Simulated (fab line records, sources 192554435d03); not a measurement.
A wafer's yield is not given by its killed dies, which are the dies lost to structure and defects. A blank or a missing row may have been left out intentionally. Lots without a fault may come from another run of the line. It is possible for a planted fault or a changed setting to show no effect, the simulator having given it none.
fab line records    flow n5_finfet
[record] lots = 4  wafers = 12  last_day = 17
route steps=1938 shown FIN_SAQP@126 BEOL_M4@1111 PASSIVATION@1936
lots untouched by any fault: they come from a run of this same line in which no faults occurred
start_h: the number of hours between the record's first day and the start of the first shown wafer of the lot    wait_h: hours since the lot's step before    " same as the row above    L1.1+2: a single row standing in for several wafers    - no value present, or no start provided    * or withheld: withheld    < > ~ a bound
route shown NAME@n: NAME is a module with steps in the file, n the number in the route of the first one    usual: mean and standard deviation over wafers with no fault    same: alike in all rows    chamber/n: place in a boat    sites: the reading at each site    _std_site: the values' standard deviation    _edge_site: mean of outer sites minus mean of inner sites    radius_mm: for every site, how far away it sits from the centre of the wafer    mask NAME#n: copy n    behind: the tool/chamber that last shaped the wafer    hold: reason for holding the lot/hours on hold/outcome of the hold    device: names the non-switching transistor (n, p or np)    end of line: the same wafers' tests at the end of the route    for a step that has no rows: nothing shown but its recipe    killed: not the wafer's yield, but the dies lost to structure and defects at the first sort    map: shows each die of a wafer: x if killed, . if not, _ if none is there
set.NAME: the setting that was run; set.NAME@STEP: the one run at that earlier step    model.NAME: the simulator's own value behind a step, which no gauge read
lots seen at some steps along the route; tables by step, rows by wafer
services: the hour from which a tool's chamber was out of use, counted from the record's first day as start_h (under 0 if before that day), plus the number of hours and why
[[steps]]
[step N5_FIN_SAQP_SPACER1_ETCHBACK_25]
[recipe] chemistry = CHF3/O2  mode = anisotropic_etchback  target = SiO2  target_depth_a = 244  time_s = 12.2  pressure_mtorr = 30  source_w = 650  bias_w = 170  Ar_flow_sccm = 200  CHF3_flow_sccm = 50  O2_flow_sccm = 5  ion_energy_ev = 200
[step N5_FIN_SAQP_MANDREL1_REMOVE_56]
[recipe] chemistry = HBr/Cl2/O2  bt_time_s = 10  target = a-Si  stop_on = SiNx  endpoint = OES-SiCl  over_etch_frac = 1  icp_w = 600  bias_w = 22  HBr_flow_sccm = 150  Cl2_flow_sccm = 80  O2_flow_sccm = 5  pressure_mtorr = 10
[step N5_FIN_SAQP_ETCH_57]
[recipe] chemistry = CH3F/O2  target = SiNx  mask_material = SiO2  target_depth_a = 325  time_s = 46.4  pressure_mtorr = 30  source_w = 395  bias_w = 73  Ar_flow_sccm = 150  CH3F_flow_sccm = 30  O2_flow_sccm = 20  ion_energy_ev = 120  ends = cleared
[step N5_FIN_SAQP_ETCH_65]
[recipe] chemistry = CF4  target = SiO2  target_depth_a = 40  ion_energy_ev = 350  time_s = 4.4  pressure_mtorr = 10  icp_w = 800  bias_w = 400  cf4_flow_sccm = 80
[step N5_FIN_SAQP_MANDREL_ETCH_58]
[recipe] chemistry = HBr/Cl2  target = a-Si  target_depth_a = 450  bt_time_s = 10  stop_on = SiNx  mask_material = SiO2  over_etch_frac = 0.8  time_s = 27  pressure_mtorr = 10  icp_w = 800  bias_w = 75  HBr_flow_sccm = 150  Cl2_flow_sccm = 80  ends = end_point
[step N5_FIN_SAQP_RECESS_63]
[recipe] chemistry = HF/NH3  target = SiO2  target_depth_a = 180  afs_cycles = 3  temp_c = 30  sublimation_temp_c = 180  sublimation_time_s = 60
[step N5_FIN_SAQP_COAT_68]
[recipe] resist = SOC  temp_c = 250  time_s = 60  spin_rpm = 1500  resist_thk_nm = 100
[step N5_FIN_SAQP_ETCH_69]
[recipe] chemistry = N2/H2  target = SOC  target_depth_a = 1500  stop_on = SiNx  ion_energy_ev = 100  bias_w = 61  pressure_mtorr = 30  source_w = 850  n2_flow_sccm = 200  h2_flow_sccm = 200
[step N5_FIN_SAQP_ETCH_67]
[recipe] chemistry = CH3F/O2  target = SiNx  target_depth_a = 300  mask_material = SOC  pressure_mtorr = 30  source_w = 395  bias_w = 73  Ar_flow_sccm = 150  CH3F_flow_sccm = 30  O2_flow_sccm = 20  ion_energy_ev = 120
[step N5_FIN_SAQP_STRIP_70]
[recipe] chemistry = N2/H2  power_w = 500  temp_c = 40  pressure_mtorr = 50  rf_frequency_hz = 6e+07  overash_fraction = 0.3  bias_power_w = 28  h2_frac = 0.5  n2_flow_sccm = 300  h2_flow_sccm = 300
[step N5_FIN_SAQP_RECESS_71]
[recipe] chemistry = HF/NH3  target = SiO2  target_depth_a = 30  afs_cycles = 1  temp_c = 30  sublimation_temp_c = 180  sublimation_time_s = 60
[step N5_FIN_SAQP_SPACER2_ALD_28]
[recipe] material = SiO2  target_thk_a = 81  temp_c = 300  ald_precursor_family = BDEAS  ald_co_reactant = O2-plasma  pulse_time_s = 1  purge_time_s = 2  co_reactant_purge_time_s = 2  pressure_torr = 2
[usual] heater_power_outer_w = 266/29  heater_power_w = 469/39  precursor_pulse_height_rel = 1.001/0.02  susceptor_temp_C = 299.99/0.17
[same] purge_time_s = 2
lot.wafer  tool        chamber  start_h  wait_h  heater_power_outer_w  heater_power_w  precursor_pulse_height_rel  since_wet_clean_h  susceptor_temp_C  model.SiO2_of_FIN_SAQP_SPACER2_ALD_28.thk_nm
L496.2     ald_sin-03  3        48.90    0.1     241                   479             0.982                       237                299.91            8.2
L496.3     "           1        "        "       273                   503             0.995                       237                300.20            8.2
L496.5     "           0        "        "       283                   476             1.005                       -                  299.85            8
L497.1     ald_sin-03  3        57.66    1.9     217                   412             1.005                       246                285.69            8.6
L497.5     "           2        "        "       230                   411             0.993                       -                  285.57            8.6
L497.6     "           3        "        "       218                   424             1.012                       -                  285.62            8.6
L498.2     ald_sin-03  2        65.79    1.5     227                   408             1.007                       254                286.03            8.6
L498.5     "           1        "        "       252                   463             0.996                       -                  285.68            8.6
L498.6     "           0        "        "       240                   422             0.997                       -                  285.74            8.6
L511.1     ald_sin-02  2        140.89   0.1     263                   435             1.001                       42                 299.95            8
L511.3     "           0        "        "       234                   411             0.993                       42                 299.70            8.2
L511.6     "           3        "        "       265                   469             0.977                       -                  300.04            8.2
[step N5_FIN_SAQP_SPACER2_ETCHBACK_29]
[recipe] chemistry = CHF3/O2  mode = anisotropic_etchback  target = SiO2  target_depth_a = 122  time_s = 6.1  pressure_mtorr = 30  source_w = 650  bias_w = 170  Ar_flow_sccm = 200  CHF3_flow_sccm = 50  O2_flow_sccm = 5  ion_energy_ev = 200
[step N5_FIN_SAQP_MANDREL2_REMOVE_60]
[recipe] chemistry = HBr/Cl2/O2  bt_time_s = 10  target = a-Si  stop_on = SiNx  endpoint = OES-SiCl  over_etch_frac = 1  icp_w = 600  bias_w = 22  HBr_flow_sccm = 150  Cl2_flow_sccm = 80  O2_flow_sccm = 5  pressure_mtorr = 10
[usual] O2_flow_sccm = 5.000/0.016  drypump_motor_current_A = 5.5/0.37  oes_product_au = 1.004/0.017  throttle_valve_pct = 36.7/0.35
lot.wafer  tool       chamber  start_h  wait_h  O2_flow_sccm  drypump_motor_current_A  oes_product_au  rf_hours_counter_h  throttle_valve_pct  model.FIN_SAQP.cd_nm
L496.2     rie_si-06  2        49.31    0.1     5.007         5.7                      1.018           24                  36.7                8.2
L496.3     "          3        "        "       5.010         6.1                      1.017           107                 37.0                8.2
L496.5     "          3        "        "       5.012         6.1                      1.026           -                   37.0                8
L497.1     rie_si-01  3        58.18    0.1     4.979         5.4                      1.013           144                 36.9                8.6
L497.5     "          0        "        "       5.010         6.1                      1.007           -                   36.5                8.4
L497.6     "          1        "        "       4.997         5.1                      0.971           -                   36.1                8.6
L498.2     rie_si-06  3        66.21    0.1     4.983         6.2                      1.030           107                 37.0                8.4
L498.5     "          1        "        "       5.016         5.1                      0.992           -                   35.9                8.4
L498.6     "          0        "        "       4.997         5.1                      1.020           -                   36.9                8.6
L511.1     rie_si-01  2        141.31   0.1     5.004         5.4                      1.021           4                   36.5                8
L511.3     "          0        "        "       5.027         6.1                      1.003           3                   36.5                8
L511.6     "          0        "        "       5.021         6.1                      1.000           -                   36.5                8
[step N5_FIN_SAQP_HM_OPEN_33]
[recipe] chemistry = CH3F/O2  target = SiNx  mask_material = SiO2  target_depth_a = 494  time_s = 70.6  pressure_mtorr = 30  source_w = 395  bias_w = 73  Ar_flow_sccm = 150  CH3F_flow_sccm = 30  O2_flow_sccm = 20  ion_energy_ev = 120  ends = cleared
[step N5_FIN_SAQP_ETCH_34]
[recipe] chemistry = C4F6/O2  target = SiO2  target_depth_a = 450  time_s = 15  ion_energy_ev = 250  pressure_mtorr = 30  source_w = 345  bias_w = 185  Ar_flow_sccm = 300  C4F6_flow_sccm = 10  O2_flow_sccm = 10  ends = cleared
[step N5_FIN_SAQP_STRIP_77]
[recipe] chemistry = N2/H2  time_s = 90  power_w = 100  temp_c = 40  pressure_mtorr = 100  rf_frequency_hz = 6e+07  bias_power_w = 3  n2_flow_sccm = 300  h2_flow_sccm = 300
[step N5_FIN_SAQP_ETCH_64]
[recipe] chemistry = CF4  target = SiO2  target_depth_a = 15  ion_energy_ev = 350  pressure_mtorr = 10  icp_w = 800  bias_w = 400  cf4_flow_sccm = 80
[step N5_FIN_SAQP_FIN_ETCH_36]
[recipe] chemistry = HBr/Cl2/O2  target_depth_a = 1200  mask_material = SiNx  time_s = 50.4  bias_w = 102  pressure_mtorr = 10  icp_w = 800  HBr_flow_sccm = 150  Cl2_flow_sccm = 80  O2_flow_sccm = 12
[usual] O2_flow_sccm = 12.00/0.037  drypump_motor_current_A = 5.5/0.37  oes_product_au = 1.007/0.018  throttle_valve_pct = 36.0/0.35
lot.wafer  tool       chamber  start_h  wait_h  O2_flow_sccm  drypump_motor_current_A  oes_product_au  rf_hours_counter_h  throttle_valve_pct  model.FIN_SAQP.cd_nm
L496.2     rie_si-01  0        49.75    0.0     12.01         6.1                      1.007           1                   35.8                8.2
L496.3     "          1        "        "       12.04         5.2                      0.973           160                 35.5                8.2
L496.5     "          2        "        "       11.99         5.3                      1.022           -                   35.8                8.2
L497.1     rie_si-06  0        58.62    0.0     12.01         5.2                      1.005           99                  36.1                8.6
L497.5     "          0        "        "       11.99         5.2                      1.015           -                   36.1                8.6
L497.6     "          1        "        "       11.98         5.2                      0.993           -                   35.3                8.6
L498.2     rie_si-03  1        66.65    0.0     11.95         5.5                      1.006           177                 36.4                8.4
L498.5     "          1        "        "       11.97         5.5                      1.002           -                   36.4                8.4
L498.6     "          0        "        "       12.04         5.4                      0.995           -                   36.0                8.6
L511.1     rie_si-06  2        141.75   0.0     12.03         5.8                      1.032           26                  36.0                8
L511.3     "          1        "        "       11.98         5.1                      0.992           13                  35.2                8
L511.6     "          0        "        "       12.02         5.1                      1.014           -                   36.2                7.8
[step N5_BEOL_M4_RC_MEAS_101]
[usual] DIBL_N = 36.3/1.8  DIBL_P = 36.5/2.1  IOFF_N = 0.16/0.031  IOFF_P = 0.22/0.038  ION_N = 677/12  ION_P = 466/7.8  SS_N = 71.5/0.61  SS_P = 73.2/0.7  VT_N = 249/3  VT_P = -248.9/3
lot.wafer  tool       chamber  start_h  wait_h  DIBL_N[mV/V]  DIBL_P[mV/V]  IOFF_N[nA/um]  IOFF_P[nA/um]  ION_N[uA/um]  ION_P[uA/um]  SS_N[mV/dec]  SS_P[mV/dec]  VT_N[mV]  VT_P[mV]
L496.2     prober-02  0        207.22   0.2     35.4          34.5          0.15           0.20           692           476           70.6          73.4          250       -248.2
L496.3     "          0        "        "       36.9          36.3          0.17           0.23           693           473           71.0          72.9          249       -246.7
L496.5     "          0        "        "       36.6          36.1          0.16           0.22           697           473           71.6          73.3          251       -246.8
L498.2     prober-01  0        229.85   0.2     39.8          40.5          0.23           0.29           689           470           72.6          74.4          245       -245.4
L498.5     "          0        "        "       37.3          37.2          0.18           0.23           698           477           72.0          73.4          246       -248.0
L498.6     "          0        "        "       41.2          41.5          0.27           0.33           689           473           72.8          74.7          240       -244.3
L497.1     prober-01  0        231.55   0.0     39.8          40.9          0.25           0.29           707           478           72.2          75.0          243       -246.2
L497.5     "          0        "        "       39.7          41.0          0.25           0.28           702           472           72.7          75.6          245       -247.7
L497.6     "          0        "        "       40.1          41.6          0.26           0.30           706           475           72.0          75.2          245       -245.3
L511.1     prober-01  0        284.31   0.0     34.4          34.3          0.12           0.17           670           462           70.5          73.1          252       -252.8
L511.3     "          0        "        "       35.2          34.1          0.13           0.16           652           453           71.4          72.8          254       -252.9
L511.6     "          0        "        "       35.4          34.5          0.12           0.17           648           450           72.2          73.5          254       -254.7
[step N5_PASSIVATION_PROBE_49]
[usual] defect_limited_yield = 91.2/1.5  killed_at_M0_to_M3 = 33/9.6  killed_at_M4_up = 14/5.6  killed_at_contacts = 14/5.5  killed_at_front_end = 40/13  killed_at_other = 4/3  killed_dies = 104/17  killed_open = 68/13  killed_short = 33/7.2  sort_bin_4_leakage = 0.00/0.014  sort_bin_5_function = 5.2/0.95  sort_bin_6_memory = 3.3/0.62  sort_n_pass = 1076/17  sort_yield_pct = 91.2/1.5
[same] gross_dies = 1180  killed_at_back_side = 0  sort_bin_8_speed[%] = 0
lot.wafer  tool       chamber  start_h  wait_h  defect_limited_yield[%]  killed_at_M0_to_M3  killed_at_M4_up  killed_at_contacts  killed_at_front_end  killed_at_other  killed_dies  killed_open  killed_short  sort_bin_4_leakage[%]  sort_bin_5_function[%]  sort_bin_6_memory[%]  sort_n_pass  sort_yield_pct[%]
L496.2     prober-01  -        315.13   0.1     88.6                     31                  15               19                  66                   4                135          88           44            0                      7.2                     3.9                   1045         88.6
L496.3     prober-01  -        315.18   0.1     87.9                     47                  14               2                   75                   5                143          94           46            0                      6.1                     5.4                   1037         87.9
L496.5     prober-01  -        315.28   0.2     89.6                     44                  11               17                  48                   3                123          84           35            0                      6.4                     3.5                   1057         89.6
L498.2     prober-02  -        337.09   0.1     89.7                     28                  28               13                  41                   11               121          71           44            0                      5.7                     4.2                   1059         89.7
L498.5     prober-02  -        337.24   0.2     91.3                     41                  12               8                   41                   1                103          58           43            0                      4.7                     3.8                   1077         91.3
L498.6     prober-02  -        337.29   0.3     88.7                     42                  17               10                  60                   4                133          89           38            0.17                   6.9                     3.3                   1045         88.6
L497.1     prober-01  -        337.59   0.0     91.9                     28                  18               18                  26                   6                96           72           24            0                      5.1                     2.9                   1084         91.9
L497.5     prober-01  -        337.79   0.2     89.1                     30                  17               21                  47                   14               129          81           48            0.08                   5.8                     4.6                   1050         89.0
L497.6     prober-01  -        337.84   0.3     92.2                     29                  9                11                  38                   5                92           65           27            0                      4.3                     3.1                   1088         92.2
L511.1     prober-01  -        400.07   0.0     88.8                     36                  18               15                  62                   1                132          82           45            0                      6.5                     4.3                   1048         88.8
L511.3     prober-01  -        400.17   0.1     90.8                     40                  15               13                  40                   0                108          72           34            0                      5.6                     3.2                   1072         90.8
L511.6     prober-01  -        400.32   0.3     93.1                     28                  8                6                   37                   3                82           52           29            0                      4.0                     2.8                   1098         93.1
// killed by level:class
L496.2 STI_FIN_REVEAL:geometric_particle:open=23 MOL_CONTACT_COAG:geometric_particle:open=15 FIN_SAQP:geometric_particle:short=13 FIN_SAQP:geometric_particle:open=9 BEOL_M0_SAQP:geometric_particle:open=9 BEOL_M1:geometric_particle:open=6 STI_FIN_REVEAL:geometric_particle:short=6 DUMMY_GATE:geometric_particle:open=5
L496.3 STI_FIN_REVEAL:geometric_particle:open=19 FIN_SAQP:geometric_particle:open=16 FIN_SAQP:geometric_particle:short=12 BEOL_M0_SAQP:geometric_particle:short=9 BEOL_M0_SAQP:geometric_particle:open=8 BEOL_M3:geometric_particle:open=8 DUMMY_GATE:geometric_particle:open=7 BEOL_M1:geometric_particle:open=7
L496.5 MOL_CONTACT_COAG:geometric_particle:open=13 BEOL_M1:geometric_particle:open=13 STI_FIN_REVEAL:geometric_particle:open=11 BEOL_M2:geometric_particle:open=11 DUMMY_GATE:geometric_particle:open=8 FIN_SAQP:geometric_particle:short=7 FIN_SAQP:geometric_particle:open=6 BEOL_M1:geometric_particle:short=4
L498.2 BEOL_M4:geometric_particle:open=12 BEOL_M2:geometric_particle:open=11 MOL_CONTACT_COAG:geometric_particle:open=10 FIN_SAQP:geometric_particle:open=8 FIN_SAQP:geometric_particle:short=7 BEOL_M2:geometric_particle:short=6 BEOL_M8:geometric_particle:open=4 BEOL_M1:geometric_particle:open=4
L498.5 BEOL_M2:geometric_particle:open=12 FIN_SAQP:geometric_particle:short=11 BEOL_M0_SAQP:geometric_particle:short=9 GATE_CUT:geometric_particle:short=6 GATE_CUT:geometric_particle:open=6 MOL_CONTACT_COAG:geometric_particle:open=6 BEOL_M0_SAQP:geometric_particle:open=6 BEOL_M4:geometric_particle:open=6
L498.6 FIN_SAQP:geometric_particle:open=14 BEOL_M2:geometric_particle:open=12 BEOL_M4:geometric_particle:open=10 MOL_CONTACT_COAG:geometric_particle:open=9 BEOL_M0_SAQP:geometric_particle:short=8 GATE_CUT:geometric_particle:short=6 BEOL_M0_SAQP:geometric_particle:open=6 STARTING-WAFER:geometric_particle:open=6
L497.1 FIN_SAQP:geometric_particle:open=14 MOL_CONTACT_COAG:geometric_particle:open=13 BEOL_M3:geometric_particle:open=10 BEOL_M4:geometric_particle:open=7 MOL_CONTACT_COAG:geometric_particle:short=5 BEOL_M0_SAQP:geometric_particle:open=5 BEOL_M0_SAQP:geometric_particle:short=5 FIN_SAQP:geometric_particle:short=4
L497.5 MOL_CONTACT_COAG:geometric_particle:open=17 STI_FIN_REVEAL:geometric_particle:open=12 BEOL_M0_SAQP:geometric_particle:short=10 FIN_SAQP:geometric_particle:open=9 BEOL_M4:geometric_particle:open=9 BEOL_M0_SAQP:geometric_particle:open=7 STARTING-WAFER:geometric_particle:short=7 FIN_SAQP:geometric_particle:short=6
L497.6 STI_FIN_REVEAL:geometric_particle:open=11 BEOL_M3:geometric_particle:open=8 MOL_CONTACT_COAG:geometric_particle:open=7 FIN_SAQP:geometric_particle:open=6 BEOL_M1:geometric_particle:open=6 STARTING-WAFER:geometric_particle:open=6 STARTING-WAFER:geometric_particle:short=6 GATE_CUT:geometric_particle:short=4
L511.1 FIN_SAQP:geometric_particle:open=19 MOL_CONTACT_COAG:geometric_particle:open=11 FIN_SAQP:geometric_particle:short=10 STI_FIN_REVEAL:geometric_particle:open=9 BEOL_M2:geometric_particle:open=8 BEOL_M0_SAQP:geometric_particle:open=7 BEOL_M0_SAQP:geometric_particle:short=6 DUMMY_GATE:geometric_particle:open=5
L511.3 FIN_SAQP:geometric_particle:open=12 MOL_CONTACT_COAG:geometric_particle:open=10 BEOL_M2:geometric_particle:open=10 BEOL_M4:geometric_particle:open=10 FIN_SAQP:geometric_particle:short=9 BEOL_M0_SAQP:geometric_particle:short=8 BEOL_M3:geometric_particle:open=8 BEOL_M0_SAQP:geometric_particle:open=5
L511.6 DUMMY_GATE:geometric_particle:open=8 STI_FIN_REVEAL:geometric_particle:open=7 BEOL_M2:geometric_particle:open=7 FIN_SAQP:geometric_particle:open=6 BEOL_M0_SAQP:geometric_particle:short=6 FIN_SAQP:geometric_particle:short=5 MOL_CONTACT_COAG:geometric_particle:open=5 DUMMY_GATE:geometric_particle:short=4
[[services]]
tool        chamber  start_h  hours  kind
rie_si-03   2        46.14    3.0    repair
ald_sin-02  -        50.91    14.6   pm
rie_si-01   1        76.86    3.3    repair
ald_sin-02  -        85.25    14.0   pm
ald_sin-02  0        85.25    14.0   vent_cycle
ald_sin-02  1        85.25    14.0   vent_cycle
ald_sin-02  2        85.25    14.0   vent_cycle
ald_sin-02  3        85.25    14.0   vent_cycle
rie_si-06   3        87.87    1.8    repair
rie_si-01   2        88.09    2.4    repair
rie_si-01   3        90.97    18.9   repair
ald_sin-02  0        99.25    -      clean
ald_sin-02  1        99.25    -      clean
ald_sin-02  2        99.25    -      clean
ald_sin-02  3        99.25    -      clean
ald_sin-02  -        122.50   0.9    repair
[[key]]
[first_sign] step = N5_FIN_SAQP_SPACER2_ALD_28  reading = susceptor_temp_C  direction = down  sigmas = 82  usual = *  struck = *
[effect] step = N5_BEOL_M4_RC_MEAS_101  reading = IOFF_N  direction = up  sigmas = 2.5  usual = 0.16  struck = 0.24  wafers_moved = 5
[effect] step = N5_BEOL_M4_RC_MEAS_101  reading = SS_P  direction = up  sigmas = 2.2  usual = 73.2  struck = 74.7
[effect] step = N5_BEOL_M4_RC_MEAS_101  reading = DIBL_P  direction = up  sigmas = 1.9  usual = 36.5  struck = 40.4
[effect] step = N5_BEOL_M4_RC_MEAS_101  reading = DIBL_N  direction = up  sigmas = 1.9  usual = 36.3  struck = 39.6
[effect] step = N5_BEOL_M4_RC_MEAS_101  reading = VT_N  direction = down  sigmas = 1.9  usual = 249  struck = 244
[effect] step = N5_BEOL_M4_RC_MEAS_101  reading = ION_N  direction = up  sigmas = 1.8  usual = 677  struck = 699
[effect] step = N5_BEOL_M4_RC_MEAS_101  reading = IOFF_P  direction = up  sigmas = 1.7  usual = 0.22  struck = 0.29  wafers_moved = 1
[effect] step = N5_BEOL_M4_RC_MEAS_101  reading = SS_N  direction = up  sigmas = 1.5  usual = 71.5  struck = 72.4
[model_effect] step = N5_FIN_SAQP_SPACER2_ALD_28  value = SiO2_of_FIN_SAQP_SPACER2_ALD_28.thk_nm  without = 8.2  struck = 8.6
[model_effect] step = N5_FIN_SAQP_MANDREL2_REMOVE_60  value = FIN_SAQP.cd_nm  without = 8.1  struck = 8.5
[model_effect] step = N5_FIN_SAQP_FIN_ETCH_36  value = FIN_SAQP.cd_nm  without = 8.133  struck = 8.533
met_at N5_FIN_SAQP_SPACER2_ALD_28
struck_wafers L497.1,L497.5,L497.6,L498.2,L498.5,L498.6
onset_between 48.90 57.66
[fault] kind = process_parameter_drift  tool = ald_sin-03  chamber = -  onset_h = 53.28  steps = N5_FIN_SAQP_SPACER2_ALD_28  channel = temp_c  offset = *  shape = step  end_h = 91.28  acts_in = *  stated = *
